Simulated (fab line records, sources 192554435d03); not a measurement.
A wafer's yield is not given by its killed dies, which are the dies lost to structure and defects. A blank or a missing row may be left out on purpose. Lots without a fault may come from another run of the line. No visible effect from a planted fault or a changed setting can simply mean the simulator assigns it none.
Split-lot trial | flow n5 finfet | 21 wafers read from 7 lots, route of 1938 steps

## ON THE SPLIT
At N5_FIN_SAQP_SPACER1_ALD_24 (deposits SiO2, target thk 20.3 nm, pulse time 1 s, purge time 2 s), the setting ald cycles was moved away from the recipe's 218 on 8 of the 21 wafers read, by -8.7% to +8.7%. For the rest of the wafers, this setting stayed at what the recipe calls for.

## FROM THE SPLIT TO THE READING: what the file shows between them, 2 steps
- N5_FIN_SAQP_SPACER1_ETCHBACK_25: etches SiO2 in CHF3/O2, target depth 24.4 nm, time 12.2 s
- N5_FIN_SAQP_MANDREL1_REMOVE_56: chemistry HBr/Cl2/O2, target a-Si, stops on SiNx, bt time 10 s

## THE READING
cd nm at N5_FIN_SAQP_CD_MEAS_27, given in nm (cd target 20 nm). A value of 20.37 nm with a standard deviation of 0.23 nm is what fault-free wafers of this fab line usually give.

wafer  | tool, chamber at the split | ald cycles as run | against the recipe | cd nm, nm | against lot-mates on the recipe
L075.1 | ald sin-03, 0              | 218               | recipe             | 20.31     | -
L075.2 | ald sin-03, 1              | 218               | recipe             | 20.41     | -
L075.5 | ald sin-03, 3              | 218               | recipe             | 20.58     | -
L080.1 | ald sin-02, 1              | 218               | recipe             | 20.22     | -
L080.5 | ald sin-02, 1              | 218               | recipe             | 20.73     | -
L080.6 | ald sin-02, 0              | 232               | +6.4%              | 21.63     | +1.15
L082.1 | ald sin-02, 0              | 218               | recipe             | 20.29     | -
L082.3 | ald sin-02, 2              | 199               | -8.7%              | 18.70     | -1.59
L082.4 | ald sin-02, 3              | 199               | -8.7%              | 18.78     | -1.51
L084.1 | ald sin-02, 3,0            | 218               | recipe             | 20.93     | -
L084.2 | ald sin-02, 3,0            | 218               | recipe             | 20.25     | -
L084.4 | ald sin-02, 1              | 218               | recipe             | 20.45     | -
L085.1 | ald sin-03, 1,3            | 236               | +8.3%              | 21.78     | +1.66
L085.5 | ald sin-03, 0              | 218               | recipe             | 20.12     | -
L085.6 | ald sin-03, 1,3            | 236               | +8.3%              | 22.01     | +1.89
L089.3 | ald sin-02, 2,1            | 218               | recipe             | 20.37     | -
L089.4 | ald sin-02, 2,1            | 218               | recipe             | 20.67     | -
L089.6 | ald sin-02, 2              | 200               | -8.3%              | 18.67     | -1.85
L094.1 | ald sin-03, 3              | 218               | recipe             | 19.92     | -
L094.4 | ald sin-03, 2              | 237               | +8.7%              | 22.20     | +2.28
L094.6 | ald sin-03, 2              | 237               | +8.7%              | 22.43     | +2.51
The file does not say which wafer passed through which chamber wherever a row lists several chambers: such a row stands for several wafers.

THE FIT
A straight line over all 21 wafers: cd nm changes by +0.198 nm for each +1% of ald cycles; r = +0.98; the points scatter about the line by 0.24 nm.
The same after taking each lot's own level away (the mean of its wafers on the recipe; 21 wafers): +0.218 nm for each +1%; r = +0.98; scatter 0.25 nm.
The reading moves by 1.9 nm for the largest change in ald cycles, on that fit.
From 19.920 to 20.543 nm: that is the span of the lots' own levels, equal to 2.7 times the standard deviation above.
The two slopes are in agreement: the lot-to-lot level therefore moves the slope only a little.
Check: -1.9 nm against its lot-mates is what the line predicts for one of the wafers moved furthest among these (-8.7%) when that wafer is left out of the fit. It came out at -1.59 nm against them.

## FURTHER SPLITS ON THESE WAFERS
These wafers also went through other splits before the reading. Each is held against what the fit with the lots' levels taken away leaves over:
other split on the same wafers            | wafers away from the commonest value | r with cd nm (lot level and that fit taken away)
N5_ZERO_LAYER_PECVD_02 time s             | 10                                   | +0.16
N5_PMOS_HMC_CHANNEL_EPI_HM_DEP_34 time s  | 5                                    | -0.04
N5_PMOS_HMC_CHANNEL_EPI_EXPOSE_06 dose mj | 7                                    | -0.34

## THE WHOLE CHAIN: every reading that the file lists as answering this split, in the file's order
step                           | what it does                                                      | reading                                                                                 | change (the file's fit)               | r (the file's)
N5_FIN_SAQP_SPACER1_ALD_24     | deposits SiO2, target thk 20.3 nm, pulse time 1 s, purge time 2 s | SiO2_of_FIN_SAQP_SPACER1_ALD_24.thk nm (the simulator's own value, which no gauge read) | +0.197 nm for each +1% of the setting | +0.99
N5_FIN_SAQP_MANDREL1_REMOVE_56 | chemistry HBr/Cl2/O2, target a-Si, stops on SiNx, bt time 10 s    | FIN_SAQP.cd nm (the simulator's own value, which no gauge read)                         | +0.211 nm for each +1% of the setting | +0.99
N5_FIN_SAQP_CD_MEAS_27         | target cd 20 nm                                                   | cd nm                                                                                   | +0.218 nm for each +1% of the setting | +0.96

## THE FILE'S OWN FIT
cd nm changes by +0.218 nm for each +1% of ald cycles, r = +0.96.
